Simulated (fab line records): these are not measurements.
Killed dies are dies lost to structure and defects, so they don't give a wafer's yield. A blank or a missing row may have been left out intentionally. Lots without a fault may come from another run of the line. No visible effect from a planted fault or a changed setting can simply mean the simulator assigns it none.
fab line records / flow nandHarc
[record] lots = 6 wafers = 18 lastDay = 32
route steps=1302 shown A_WL_FILL@956
lots that met no fault: taken from a fault-free run of the same line
startH: hours from the record's first day to the start of the lot's first wafer shown / waitH: hours from the lot's prior step to this one / " identical to the entry in the row above / L1.1+2: one row covering several wafers at once / - no value, or no start given / * or withheld: withheld / < > ~ a bound
route shown NAME@n: names a module that has steps shown in the file, with the first one's number in the route / usual: mean/standard deviation taken from wafers without a fault / same: alike in all rows / chamber/n: place in a boat / sites: readings site by site / _std_site: their standard deviation / _edge_site: the outer-site mean with the inner-site mean subtracted / radiusMm: for every site, how far away it sits from the centre of the wafer / mask NAME#n: copy n / behind: tool/chamber where the wafer was last shaped / hold: what put the lot on hold/how long, in hours/how the hold closed / device: whichever transistor did not switch (one of n, p or np) / end of line: the route-end tests of the same wafers / a step without rows: its recipe alone / killed: dies lost to structure and defects at the first sort, not the wafer's yield / map: dies across one wafer; x = killed, . = not, _ = none there
set.NAME: the setting that was run; set.NAME@STEP: the one run at that earlier step / model.NAME: the simulator's own value behind a step, which no gauge read
lots seen at some steps along the route; tables by step, rows by wafer
services: a tool's chamber out of use, with start hour (startH, from the record's first day; less than 0 if before it), hours out, and reason
[[steps]]
[step NHARC_A_WL_FILL_CVD_03]
[recipe] targetThkA = 400 tempC = 300 pressureTorr = 40 wf6FlowSccm = 40 h2FlowSccm = 1600 arFlowSccm = 1560 timeS = 279 material = W
[usual] heaterPowerW = 535/37 throttleValvePct = 8.0/0.36
lot.wafer=L111.2 tool=cvdW-02 chamber=0 startH=494.93 waitH=0.4 heaterPowerW=517 throttleValvePct=8.5
lot.wafer=L111.3 tool=cvdW-02 chamber=0 startH=494.93 waitH=0.4 heaterPowerW=539 throttleValvePct=8.5
lot.wafer=L111.6 tool=cvdW-02 chamber=1 startH=494.93 waitH=0.4 heaterPowerW=531 throttleValvePct=7.8
lot.wafer=L116.1 tool=cvdW-01 chamber=1 startH=525.96 waitH=0.1 heaterPowerW=580 throttleValvePct=8.1
lot.wafer=L116.2 tool=cvdW-01 chamber=0 startH=525.96 waitH=0.1 heaterPowerW=483 throttleValvePct=7.7
lot.wafer=L116.6 tool=cvdW-01 chamber=1 startH=525.96 waitH=0.1 heaterPowerW=578 throttleValvePct=8.0
lot.wafer=L118.2 tool=cvdW-02 chamber=1 startH=550.62 waitH=0.1 heaterPowerW=543 throttleValvePct=8.1
lot.wafer=L118.3 tool=cvdW-02 chamber=1 startH=550.62 waitH=0.1 heaterPowerW=540 throttleValvePct=8.0
lot.wafer=L118.4 tool=cvdW-02 chamber=0 startH=550.62 waitH=0.1 heaterPowerW=528 throttleValvePct=8.7
lot.wafer=L117.4 tool=cvdW-02 chamber=0 startH=554.53 waitH=0.2 heaterPowerW=530 throttleValvePct=8.5
lot.wafer=L117.6 tool=cvdW-02 chamber=0 startH=554.53 waitH=0.2 heaterPowerW=517 throttleValvePct=8.5
lot.wafer=L117.5 tool=cvdW-02 chamber=1 startH=554.53 waitH=0.2 heaterPowerW=535 throttleValvePct=8.0
lot.wafer=L124.3 tool=cvdW-02 chamber=0 startH=612.17 waitH=0.2 heaterPowerW=521 throttleValvePct=8.5
lot.wafer=L124.4 tool=cvdW-02 chamber=1 startH=612.17 waitH=0.2 heaterPowerW=534 throttleValvePct=7.9
lot.wafer=L124.5 tool=cvdW-02 chamber=1 startH=612.17 waitH=0.2 heaterPowerW=544 throttleValvePct=8.3
lot.wafer=L129.1 tool=cvdW-02 chamber=1 startH=665.46 waitH=0.1 heaterPowerW=546 throttleValvePct=7.9
lot.wafer=L129.5 tool=cvdW-02 chamber=1 startH=665.46 waitH=0.1 heaterPowerW=552 throttleValvePct=7.8
lot.wafer=L129.6 tool=cvdW-02 chamber=0 startH=665.46 waitH=0.1 heaterPowerW=548 throttleValvePct=8.2
[step NHARC_A_WL_FILL_ETCHBACK_04]
[recipe] targetDepthA = 600 timeS = 120 chemistry = NF3
[usual] drypumpMotorCurrentA = 5.66/0.25 oesProductAu = 1.003/0.0075 runLengthS = 141.4/0.33
lot.wafer=L111.2 tool=rieMetal-01 chamber=0 startH=495.26 waitH=0.3 drypumpMotorCurrentA=5.68 oesProductAu=0.993 rfHoursCounterH=1.4 runLengthS=141.9
lot.wafer=L111.3 tool=rieMetal-01 chamber=1 startH=495.26 waitH=0.3 drypumpMotorCurrentA=5.97 oesProductAu=0.999 rfHoursCounterH=- runLengthS=141.0
lot.wafer=L111.6 tool=rieMetal-01 chamber=1 startH=495.26 waitH=0.3 drypumpMotorCurrentA=5.92 oesProductAu=1.001 rfHoursCounterH=- runLengthS=141.1
lot.wafer=L116.1 tool=rieMetal-01 chamber=0 startH=526.33 waitH=0.3 drypumpMotorCurrentA=5.68 oesProductAu=0.998 rfHoursCounterH=2.3 runLengthS=141.2
lot.wafer=L116.2 tool=rieMetal-01 chamber=1 startH=526.33 waitH=0.3 drypumpMotorCurrentA=5.88 oesProductAu=0.989 rfHoursCounterH=2.3 runLengthS=141.4
lot.wafer=L116.6 tool=rieMetal-01 chamber=1 startH=526.33 waitH=0.3 drypumpMotorCurrentA=5.91 oesProductAu=1.007 rfHoursCounterH=- runLengthS=141.0
lot.wafer=L118.2 tool=rieMetal-02 chamber=0 startH=551.02 waitH=0.3 drypumpMotorCurrentA=5.71 oesProductAu=0.993 rfHoursCounterH=1.4 runLengthS=141.8
lot.wafer=L118.3 tool=rieMetal-02 chamber=1 startH=551.02 waitH=0.3 drypumpMotorCurrentA=5.27 oesProductAu=1.012 rfHoursCounterH=- runLengthS=141.3
lot.wafer=L118.4 tool=rieMetal-02 chamber=0 startH=551.02 waitH=0.3 drypumpMotorCurrentA=5.76 oesProductAu=1.007 rfHoursCounterH=- runLengthS=141.9
lot.wafer=L117.4 tool=rieMetal-01 chamber=1 startH=554.87 waitH=0.3 drypumpMotorCurrentA=5.94 oesProductAu=1.000 rfHoursCounterH=- runLengthS=141.4
lot.wafer=L117.6 tool=rieMetal-01 chamber=1 startH=554.87 waitH=0.3 drypumpMotorCurrentA=5.94 oesProductAu=1.004 rfHoursCounterH=- runLengthS=141.0
lot.wafer=L117.5 tool=rieMetal-01 chamber=0 startH=554.87 waitH=0.3 drypumpMotorCurrentA=5.70 oesProductAu=0.990 rfHoursCounterH=- runLengthS=141.4
lot.wafer=L124.3 tool=rieMetal-03 chamber=1 startH=612.51 waitH=0.3 drypumpMotorCurrentA=5.93 oesProductAu=0.995 rfHoursCounterH=- runLengthS=142.0
lot.wafer=L124.4 tool=rieMetal-03 chamber=0 startH=612.51 waitH=0.3 drypumpMotorCurrentA=5.50 oesProductAu=0.999 rfHoursCounterH=- runLengthS=141.2
lot.wafer=L124.5 tool=rieMetal-03 chamber=0 startH=612.51 waitH=0.3 drypumpMotorCurrentA=5.49 oesProductAu=0.999 rfHoursCounterH=- runLengthS=141.4
lot.wafer=L129.1 tool=rieMetal-02 chamber=0 startH=665.88 waitH=0.4 drypumpMotorCurrentA=5.76 oesProductAu=1.004 rfHoursCounterH=0.7 runLengthS=141.6
lot.wafer=L129.5 tool=rieMetal-02 chamber=1 startH=665.88 waitH=0.4 drypumpMotorCurrentA=5.23 oesProductAu=1.010 rfHoursCounterH=- runLengthS=141.3
lot.wafer=L129.6 tool=rieMetal-02 chamber=0 startH=665.88 waitH=0.4 drypumpMotorCurrentA=5.73 oesProductAu=1.005 rfHoursCounterH=- runLengthS=141.4
[step NHARC_A_WL_FILL_ETCHBACK_05]
[recipe] targetDepthA = 220 timeS = 60 tempC = 40 chemistry = Cl2/BCl3
[usual] drypumpMotorCurrentA = 5.66/0.25 oesProductAu = 1.003/0.0064 runLengthS = 81.4/0.31
lot.wafer=L111.2 tool=rieMetal-01 chamber=1 startH=495.51 waitH=0.2 drypumpMotorCurrentA=5.93 oesProductAu=1.010 rfHoursCounterH=1.5 runLengthS=81.6
lot.wafer=L111.3 tool=rieMetal-01 chamber=0 startH=495.51 waitH=0.2 drypumpMotorCurrentA=5.67 oesProductAu=0.996 rfHoursCounterH=- runLengthS=81.2
lot.wafer=L111.6 tool=rieMetal-01 chamber=1 startH=495.51 waitH=0.2 drypumpMotorCurrentA=5.92 oesProductAu=1.004 rfHoursCounterH=- runLengthS=81.0
lot.wafer=L116.1 tool=rieMetal-01 chamber=0 startH=526.57 waitH=0.2 drypumpMotorCurrentA=5.69 oesProductAu=0.999 rfHoursCounterH=2.4 runLengthS=81.9
lot.wafer=L116.2 tool=rieMetal-01 chamber=1 startH=526.57 waitH=0.2 drypumpMotorCurrentA=5.91 oesProductAu=0.998 rfHoursCounterH=2.4 runLengthS=81.2
lot.wafer=L116.6 tool=rieMetal-01 chamber=1 startH=526.57 waitH=0.2 drypumpMotorCurrentA=5.92 oesProductAu=1.003 rfHoursCounterH=- runLengthS=81.1
lot.wafer=L118.2 tool=rieMetal-02 chamber=0 startH=551.23 waitH=0.2 drypumpMotorCurrentA=5.77 oesProductAu=1.009 rfHoursCounterH=1.5 runLengthS=81.8
lot.wafer=L118.3 tool=rieMetal-02 chamber=0 startH=551.23 waitH=0.2 drypumpMotorCurrentA=5.76 oesProductAu=1.015 rfHoursCounterH=- runLengthS=81.9
lot.wafer=L118.4 tool=rieMetal-02 chamber=1 startH=551.23 waitH=0.2 drypumpMotorCurrentA=5.25 oesProductAu=1.008 rfHoursCounterH=- runLengthS=81.3
lot.wafer=L117.4 tool=rieMetal-01 chamber=0 startH=555.08 waitH=0.2 drypumpMotorCurrentA=5.69 oesProductAu=0.991 rfHoursCounterH=- runLengthS=81.1
lot.wafer=L117.6 tool=rieMetal-01 chamber=1 startH=555.08 waitH=0.2 drypumpMotorCurrentA=5.97 oesProductAu=1.003 rfHoursCounterH=- runLengthS=81.2
lot.wafer=L117.5 tool=rieMetal-01 chamber=0 startH=555.08 waitH=0.2 drypumpMotorCurrentA=5.71 oesProductAu=0.982 rfHoursCounterH=- runLengthS=81.2
lot.wafer=L124.4 tool=rieMetal-03 chamber=1 startH=612.70 waitH=0.1 drypumpMotorCurrentA=5.91 oesProductAu=1.000 rfHoursCounterH=- runLengthS=81.8
lot.wafer=L124.3 tool=rieMetal-03 chamber=0 startH=612.70 waitH=0.1 drypumpMotorCurrentA=5.48 oesProductAu=1.005 rfHoursCounterH=- runLengthS=80.9
lot.wafer=L124.5 tool=rieMetal-03 chamber=0 startH=612.70 waitH=0.1 drypumpMotorCurrentA=5.49 oesProductAu=1.011 rfHoursCounterH=- runLengthS=80.8
lot.wafer=L129.1 tool=rieMetal-02 chamber=0 startH=666.14 waitH=0.2 drypumpMotorCurrentA=5.73 oesProductAu=1.001 rfHoursCounterH=0.8 runLengthS=82.0
lot.wafer=L129.6 tool=rieMetal-02 chamber=0 startH=666.14 waitH=0.2 drypumpMotorCurrentA=5.72 oesProductAu=0.996 rfHoursCounterH=- runLengthS=81.7
lot.wafer=L129.5 tool=rieMetal-02 chamber=1 startH=666.14 waitH=0.2 drypumpMotorCurrentA=5.24 oesProductAu=1.009 rfHoursCounterH=- runLengthS=81.4
[step NHARC_A_WL_FILL_STRIP_27]
[recipe] powerW = 1500 tempC = 250 timeS = 20 chemistry = N2/H2
[step NHARC_A_WL_FILL_STRIP_28]
[recipe] timeS = 1200 tempC = 72.5 chemistry = postEtchResidueRemover
[step NHARC_A_WL_FILL_PRECLEAN_06]
[recipe] timeS = 300 chemistry = DIW
[step NHARC_A_WL_FILL_SRD_07]
[step NHARC_A_WL_FILL_ANNEAL_08]
[recipe] tempC = 450 timeS = 1800
[step NHARC_A_WL_FILL_ALD_10]
[recipe] targetThkA = 500 pulseTimeS = 10 aldCycles = 500 tempC = 300 material = SiO2
[step NHARC_A_WL_FILL_ETCHBACK_16]
[recipe] targetDepthA = 1200 timeS = 24 c4f8FlowSccm = withheld o2FlowSccm = 8 arFlowSccm = withheld rfW = 600 biasW = 800 chemistry = C4F8/O2/Ar
[usual] oesProductAu = 0.983/0.029 rfVppV = 723/4.1 runLengthS = 45.3/0.48
lot.wafer=L111.2 tool=rieDiel-05 chamber=0 startH=- waitH=- oesProductAu=1.001 rfHoursCounterH=2.2 rfVppV=731 runLengthS=45.4
lot.wafer=L111.3 tool=rieDiel-05 chamber=1 startH=- waitH=- oesProductAu=1.004 rfHoursCounterH=2.1 rfVppV=727 runLengthS=45.2
lot.wafer=L111.6 tool=rieDiel-05 chamber=1 startH=- waitH=- oesProductAu=1.000 rfHoursCounterH=- rfVppV=727 runLengthS=45.1
lot.wafer=L116.2 tool=rieDiel-01 chamber=2 startH=- waitH=- oesProductAu=0.997 rfHoursCounterH=9.3 rfVppV=719 runLengthS=45.7
lot.wafer=L116.1 tool=rieDiel-01 chamber=0 startH=- waitH=- oesProductAu=1.003 rfHoursCounterH=8.2 rfVppV=719 runLengthS=45.5
lot.wafer=L116.6 tool=rieDiel-01 chamber=3 startH=- waitH=- oesProductAu=0.994 rfHoursCounterH=- rfVppV=724 runLengthS=45.2
lot.wafer=L118.2 tool=rieDiel-02 chamber=1 startH=- waitH=- oesProductAu=0.993 rfHoursCounterH=4.9 rfVppV=731 runLengthS=45.4
lot.wafer=L118.3 tool=rieDiel-02 chamber=2 startH=- waitH=- oesProductAu=0.995 rfHoursCounterH=4.5 rfVppV=722 runLengthS=44.5
lot.wafer=L118.4 tool=rieDiel-02 chamber=3 startH=- waitH=- oesProductAu=1.007 rfHoursCounterH=3.9 rfVppV=721 runLengthS=44.8
lot.wafer=L117.4 tool=rieDiel-05 chamber=2 startH=- waitH=- oesProductAu=0.925 rfHoursCounterH=3.7 rfVppV=724 runLengthS=44.6
lot.wafer=L117.5 tool=rieDiel-05 chamber=0 startH=- waitH=- oesProductAu=0.930 rfHoursCounterH=- rfVppV=730 runLengthS=45.6
lot.wafer=L117.6 tool=rieDiel-05 chamber=1 startH=- waitH=- oesProductAu=0.913 rfHoursCounterH=- rfVppV=725 runLengthS=45.3
lot.wafer=L124.4 tool=rieDiel-01 chamber=0 startH=- waitH=- oesProductAu=0.978 rfHoursCounterH=- rfVppV=719 runLengthS=44.9
lot.wafer=L124.3 tool=rieDiel-01 chamber=2 startH=- waitH=- oesProductAu=0.997 rfHoursCounterH=- rfVppV=719 runLengthS=46.2
lot.wafer=L124.5 tool=rieDiel-01 chamber=0 startH=- waitH=- oesProductAu=0.997 rfHoursCounterH=- rfVppV=719 runLengthS=45.2
lot.wafer=L129.1 tool=rieDiel-05 chamber=3 startH=- waitH=- oesProductAu=1.001 rfHoursCounterH=2.3 rfVppV=717 runLengthS=45.5
lot.wafer=L129.6 tool=rieDiel-05 chamber=1 startH=- waitH=- oesProductAu=0.997 rfHoursCounterH=- rfVppV=727 runLengthS=45.2
lot.wafer=L129.5 tool=rieDiel-05 chamber=2 startH=- waitH=- oesProductAu=0.997 rfHoursCounterH=- rfVppV=724 runLengthS=44.8
[step NHARC_A_WL_FILL_STRIP_29]
[recipe] timeS = 20 o2FlowSccm = 500 arFlowSccm = 0 biasW = 0 chemistry = O2
[usual] drypumpMotorCurrentA = 5.6/0.43 oesProductAu = 1.000/0.0072 rfVppV = 57.7/0.84 showerheadPlenumPTorr = 3.51/0.13 throttleValvePct = 17.037/0.0089
lot.wafer=L111.2 tool=rieDiel-05 chamber=3 startH=508.15 waitH=0.1 drypumpMotorCurrentA=5.1 oesProductAu=1.008 rfHoursCounterH=2.0 rfVppV=56.4 showerheadPlenumPTorr=3.32 throttleValvePct=17.038
lot.wafer=L111.3 tool=rieDiel-05 chamber=0 startH=508.15 waitH=0.1 drypumpMotorCurrentA=5.3 oesProductAu=1.006 rfHoursCounterH=2.2 rfVppV=57.9 showerheadPlenumPTorr=3.75 throttleValvePct=17.044
lot.wafer=L111.6 tool=rieDiel-05 chamber=3 startH=508.15 waitH=0.1 drypumpMotorCurrentA=5.1 oesProductAu=1.003 rfHoursCounterH=- rfVppV=56.7 showerheadPlenumPTorr=3.32 throttleValvePct=17.027
lot.wafer=L116.1 tool=rieDiel-01 chamber=3 startH=536.92 waitH=0.5 drypumpMotorCurrentA=6.5 oesProductAu=0.987 rfHoursCounterH=9.1 rfVppV=57.6 showerheadPlenumPTorr=3.48 throttleValvePct=17.035
lot.wafer=L116.2 tool=rieDiel-01 chamber=0 startH=536.92 waitH=0.5 drypumpMotorCurrentA=5.5 oesProductAu=1.004 rfHoursCounterH=8.2 rfVppV=58.1 showerheadPlenumPTorr=3.40 throttleValvePct=17.037
lot.wafer=L116.6 tool=rieDiel-01 chamber=1 startH=536.92 waitH=0.5 drypumpMotorCurrentA=5.8 oesProductAu=0.990 rfHoursCounterH=- rfVppV=57.8 showerheadPlenumPTorr=3.63 throttleValvePct=17.029
lot.wafer=L118.4 tool=rieDiel-02 chamber=3 startH=562.03 waitH=0.1 drypumpMotorCurrentA=5.8 oesProductAu=1.007 rfHoursCounterH=3.9 rfVppV=57.9 showerheadPlenumPTorr=3.47 throttleValvePct=17.052
lot.wafer=L118.2 tool=rieDiel-02 chamber=0 startH=562.03 waitH=0.1 drypumpMotorCurrentA=6.3 oesProductAu=0.997 rfHoursCounterH=4.1 rfVppV=57.3 showerheadPlenumPTorr=3.44 throttleValvePct=17.044
lot.wafer=L118.3 tool=rieDiel-02 chamber=2 startH=562.03 waitH=0.1 drypumpMotorCurrentA=5.2 oesProductAu=0.984 rfHoursCounterH=4.5 rfVppV=58.3 showerheadPlenumPTorr=3.49 throttleValvePct=17.035
lot.wafer=L117.4 tool=rieDiel-05 chamber=3 startH=565.29 waitH=0.1 drypumpMotorCurrentA=5.1 oesProductAu=0.999 rfHoursCounterH=3.7 rfVppV=57.9 showerheadPlenumPTorr=3.32 throttleValvePct=17.038
lot.wafer=L117.6 tool=rieDiel-05 chamber=3 startH=565.29 waitH=0.1 drypumpMotorCurrentA=5.1 oesProductAu=1.012 rfHoursCounterH=- rfVppV=58.0 showerheadPlenumPTorr=3.32 throttleValvePct=17.035
lot.wafer=L117.5 tool=rieDiel-05 chamber=0 startH=565.29 waitH=0.1 drypumpMotorCurrentA=5.2 oesProductAu=1.005 rfHoursCounterH=- rfVppV=57.7 showerheadPlenumPTorr=3.75 throttleValvePct=17.040
lot.wafer=L124.4 tool=rieDiel-01 chamber=2 startH=626.20 waitH=0.1 drypumpMotorCurrentA=5.2 oesProductAu=1.003 rfHoursCounterH=- rfVppV=56.8 showerheadPlenumPTorr=3.37 throttleValvePct=17.040
lot.wafer=L124.3 tool=rieDiel-01 chamber=0 startH=626.20 waitH=0.1 drypumpMotorCurrentA=5.5 oesProductAu=0.989 rfHoursCounterH=- rfVppV=58.0 showerheadPlenumPTorr=3.40 throttleValvePct=17.035
lot.wafer=L124.5 tool=rieDiel-01 chamber=0 startH=626.20 waitH=0.1 drypumpMotorCurrentA=5.5 oesProductAu=0.999 rfHoursCounterH=- rfVppV=55.9 showerheadPlenumPTorr=3.40 throttleValvePct=17.044
lot.wafer=L129.1 tool=rieDiel-05 chamber=3 startH=681.53 waitH=0.1 drypumpMotorCurrentA=5.1 oesProductAu=1.008 rfHoursCounterH=2.3 rfVppV=57.6 showerheadPlenumPTorr=3.32 throttleValvePct=17.030
lot.wafer=L129.5 tool=rieDiel-05 chamber=0 startH=681.53 waitH=0.1 drypumpMotorCurrentA=5.3 oesProductAu=0.995 rfHoursCounterH=- rfVppV=57.1 showerheadPlenumPTorr=3.75 throttleValvePct=17.037
lot.wafer=L129.6 tool=rieDiel-05 chamber=1 startH=681.53 waitH=0.1 drypumpMotorCurrentA=5.7 oesProductAu=0.999 rfHoursCounterH=- rfVppV=57.1 showerheadPlenumPTorr=3.65 throttleValvePct=17.045
[step NHARC_A_WL_FILL_ETCHBACK_17]
[recipe] targetDepthA = 40 timeS = 26.7 chemistry = Cl2/BCl3
[usual] drypumpMotorCurrentA = 5.68/0.25 oesProductAu = 1.001/0.007 runLengthS = 48.1/0.33
lot.wafer=L111.2 tool=rieMetal-02 chamber=1 startH=508.24 waitH=- drypumpMotorCurrentA=5.23 oesProductAu=1.021 rfHoursCounterH=0.7 runLengthS=48.2
lot.wafer=L111.3 tool=rieMetal-02 chamber=0 startH=508.24 waitH=- drypumpMotorCurrentA=5.75 oesProductAu=1.002 rfHoursCounterH=- runLengthS=48.7
lot.wafer=L111.6 tool=rieMetal-02 chamber=0 startH=508.24 waitH=- drypumpMotorCurrentA=5.77 oesProductAu=1.002 rfHoursCounterH=- runLengthS=48.7
lot.wafer=L116.1 tool=rieMetal-01 chamber=1 startH=537.00 waitH=- drypumpMotorCurrentA=5.91 oesProductAu=0.992 rfHoursCounterH=2.5 runLengthS=47.9
lot.wafer=L116.2 tool=rieMetal-01 chamber=0 startH=537.00 waitH=- drypumpMotorCurrentA=5.70 oesProductAu=0.995 rfHoursCounterH=2.5 runLengthS=47.9
lot.wafer=L116.6 tool=rieMetal-01 chamber=0 startH=537.00 waitH=- drypumpMotorCurrentA=5.69 oesProductAu=0.992 rfHoursCounterH=- runLengthS=48.3
lot.wafer=L118.2 tool=rieMetal-01 chamber=0 startH=562.15 waitH=- drypumpMotorCurrentA=5.70 oesProductAu=0.991 rfHoursCounterH=2.9 runLengthS=47.8
lot.wafer=L118.3 tool=rieMetal-01 chamber=1 startH=562.15 waitH=- drypumpMotorCurrentA=5.94 oesProductAu=0.999 rfHoursCounterH=- runLengthS=41.0
lot.wafer=L118.4 tool=rieMetal-01 chamber=0 startH=562.15 waitH=- drypumpMotorCurrentA=5.70 oesProductAu=0.998 rfHoursCounterH=- runLengthS=48.0
lot.wafer=L117.4 tool=rieMetal-01 chamber=0 startH=565.42 waitH=- drypumpMotorCurrentA=5.73 oesProductAu=0.997 rfHoursCounterH=- runLengthS=48.0
lot.wafer=L117.6 tool=rieMetal-01 chamber=0 startH=565.42 waitH=- drypumpMotorCurrentA=5.70 oesProductAu=0.999 rfHoursCounterH=- runLengthS=48.0
lot.wafer=L117.5 tool=rieMetal-01 chamber=1 startH=565.42 waitH=- drypumpMotorCurrentA=5.93 oesProductAu=0.999 rfHoursCounterH=- runLengthS=41.2
lot.wafer=L124.4 tool=rieMetal-02 chamber=1 startH=626.33 waitH=0.1 drypumpMotorCurrentA=5.25 oesProductAu=1.002 rfHoursCounterH=- runLengthS=48.3
lot.wafer=L124.3 tool=rieMetal-02 chamber=0 startH=626.33 waitH=0.1 drypumpMotorCurrentA=5.73 oesProductAu=1.015 rfHoursCounterH=- runLengthS=48.5
lot.wafer=L124.5 tool=rieMetal-02 chamber=1 startH=626.33 waitH=0.1 drypumpMotorCurrentA=5.26 oesProductAu=1.007 rfHoursCounterH=- runLengthS=48.3
lot.wafer=L129.1 tool=rieMetal-02 chamber=1 startH=681.63 waitH=- drypumpMotorCurrentA=5.27 oesProductAu=1.013 rfHoursCounterH=0.9 runLengthS=48.1
lot.wafer=L129.5 tool=rieMetal-02 chamber=0 startH=681.63 waitH=- drypumpMotorCurrentA=5.78 oesProductAu=0.997 rfHoursCounterH=- runLengthS=48.8
lot.wafer=L129.6 tool=rieMetal-02 chamber=1 startH=681.63 waitH=- drypumpMotorCurrentA=5.25 oesProductAu=1.010 rfHoursCounterH=- runLengthS=47.9
[step NHARC_A_WL_FILL_PRECLEAN_18]
[recipe] timeS = 30 chemistry = dHF
[[services]]
tool=rieMetal-03 chamber=1 startH=471.03 hours=1.6 kind=repair
tool=rieMetal-03 chamber=0 startH=485.44 hours=72.6 kind=repair
tool=rieDiel-02 chamber=0 startH=489.18 hours=11.0 kind=repair
tool=rieDiel-05 chamber=- startH=496.29 hours=0.9 kind=repair
tool=rieDiel-01 chamber=2 startH=510.22 hours=2.7 kind=repair
tool=rieMetal-03 chamber=- startH=519.00 hours=9.0 kind=pm
tool=cvdW-01 chamber=- startH=547.33 hours=13.0 kind=pm
tool=rieDiel-01 chamber=- startH=557.80 hours=9.0 kind=pm
tool=rieMetal-02 chamber=0 startH=567.14 hours=1.1 kind=repair
tool=rieMetal-03 chamber=0 startH=569.95 hours=16.0 kind=repair
tool=rieDiel-02 chamber=- startH=570.74 hours=9.0 kind=pm
tool=rieMetal-01 chamber=- startH=575.00 hours=9.0 kind=pm
tool=rieMetal-01 chamber=0 startH=575.00 hours=9.0 kind=ventCycle
tool=rieDiel-05 chamber=- startH=583.60 hours=9.0 kind=pm
tool=rieDiel-02 chamber=3 startH=620.46 hours=6.7 kind=repair
tool=cvdW-01 chamber=- startH=621.51 hours=8.1 kind=repair
tool=rieDiel-01 chamber=3 startH=624.05 hours=5.0 kind=repair
tool=rieDiel-01 chamber=1 startH=625.60 hours=4.1 kind=repair
tool=cvdW-02 chamber=- startH=631.00 hours=13.0 kind=pm
tool=rieMetal-02 chamber=- startH=631.00 hours=9.0 kind=pm
tool=rieMetal-03 chamber=0 startH=644.16 hours=3.7 kind=repair
tool=rieDiel-01 chamber=0 startH=652.84 hours=15.8 kind=repair
tool=cvdW-02 chamber=0 startH=653.13 hours=3.5 kind=repair
tool=rieMetal-01 chamber=1 startH=662.53 hours=2.4 kind=repair
[[key]]
[firstSign] step = NHARC_A_WL_FILL_ETCHBACK_17 reading = runLengthS direction = down sigmas = 21 usual = * struck = *
effect none on later readings
metAt NHARC_A_WL_FILL_ETCHBACK_17
struckWafers L117.5,L118.3
sortLeftOut L117.5,L118.3
testerLeftOut L117,L118
onsetBetween 537.00 562.15
[fault] kind = processParameterDrift tool = rieMetal-01 chamber = 1 onsetH = 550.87 steps = NHARC_A_WL_FILL_ETCHBACK_17 channel = timeS offset = * shape = step endH = 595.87 actsIn = * stated = *
// testerLeftOut: of these lots the tester's yield and bins aren't shown, on N5 and GAA mostly nor the transistor test; their killed dies are dies lost to structure and defects alone, not to doping, threshold or leakage, so they don't give the yield
// sortLeftOut: the simulated sort isn't trusted on such a fault, so these wafers' sort isn't shown, and their yield isn't known
